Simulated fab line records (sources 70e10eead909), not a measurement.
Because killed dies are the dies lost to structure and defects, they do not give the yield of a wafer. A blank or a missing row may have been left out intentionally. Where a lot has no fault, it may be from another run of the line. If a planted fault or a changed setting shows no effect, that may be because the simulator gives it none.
Matching of chambers | flow nand_harc | NHARC_P_ZERO_WELL_DESCUM_39 on rie_diel-07 has 4 sister chambers
The step chemistry O2, time 3 s. 14 wafers are shown with their chamber, then 7 later ones without.

## EACH WAFER AND ITS CHAMBER
wafer  | chamber | showerhead_plenum_p_Torr (Torr) | drypump_motor_current_A (A) | oes_product_au (a.u.)
L808.2 | 0       | 1.85                            | 6.2                         | 0.995
L808.4 | 2       | 2.07                            | 5.7                         | 1.005
L808.5 | 0       | 1.85                            | 6.2                         | 0.995
L809.1 | 2       | 2.07                            | 5.7                         | 1.002
L809.2 | 0       | 1.85                            | 6.2                         | 0.998
L809.5 | 3       | 1.90                            | 5.6                         | 0.997
L810.2 | 1       | 1.83                            | 6.7                         | 0.999
L810.5 | 0       | 1.85                            | 6.2                         | 0.987
L810.6 | 1       | 1.83                            | 6.7                         | 1.007
L811.3 | 0       | 1.85                            | 6.2                         | 0.988
L811.4 | 2       | 2.06                            | 5.6                         | 1.003
L811.5 | 0       | 1.85                            | 6.2                         | 0.992
L817.3 | 0       | 1.85                            | 6.2                         | 0.975
L817.4 | 1       | 1.82                            | 6.7                         | 1.013

SIGNATURES, as means of the wafers listed above
reading                  | chamber 0 | chamber 1 | chamber 2 | chamber 3 | scatter within a chamber
showerhead_plenum_p_Torr | 1.8500    | 1.8267    | 2.0667    | 1.9000    | 0.00365
drypump_motor_current_A  | 6.200     | 6.700     | 5.667     | 5.600     | 0.0258
oes_product_au           | 0.99000   | 1.00633   | 1.00333   | 0.99700   | 0.00678
Rule: for a wafer and a chamber, the distance is found by dividing, reading by reading, the gap between the wafer's reading and the chamber's mean by the reading's scatter, squaring, summing and taking the root. If the next closest chamber is less than 2 further off than the closest, the wafer can't be placed; otherwise it belongs to the closest. The scatter is the square root of a quotient: the sum, over the shown wafers, of each reading's squared deviation from its chamber's mean, divided by wafers minus chambers.

## WAFERS WITHOUT THEIR CHAMBER
wafer  | showerhead_plenum_p_Torr (Torr) | drypump_motor_current_A (A) | oes_product_au (a.u.)
L817.5 | 1.82                            | 6.7                         | 1.013
L819.1 | 1.89                            | 5.6                         | 1.008
L819.2 | 2.06                            | 5.7                         | 0.993
L819.6 | 1.89                            | 5.6                         | 1.012
L822.1 | 1.89                            | 5.6                         | 1.014
L822.3 | 2.05                            | 5.7                         | 0.996
L822.4 | 1.82                            | 6.7                         | 1.034

## WHICH CHAMBER EACH ONE RAN IN
wafer  | from the rows above | in truth
L817.5 | 1                   | 1
L819.1 | 3                   | 3
L819.2 | 2                   | 2
L819.6 | 3                   | 3
L822.1 | 3                   | 3
L822.3 | 2                   | 2
L822.4 | 1                   | 1
Placed correctly: 7 of 7. Can't be placed from these rows: 0. 0 placed wrongly.
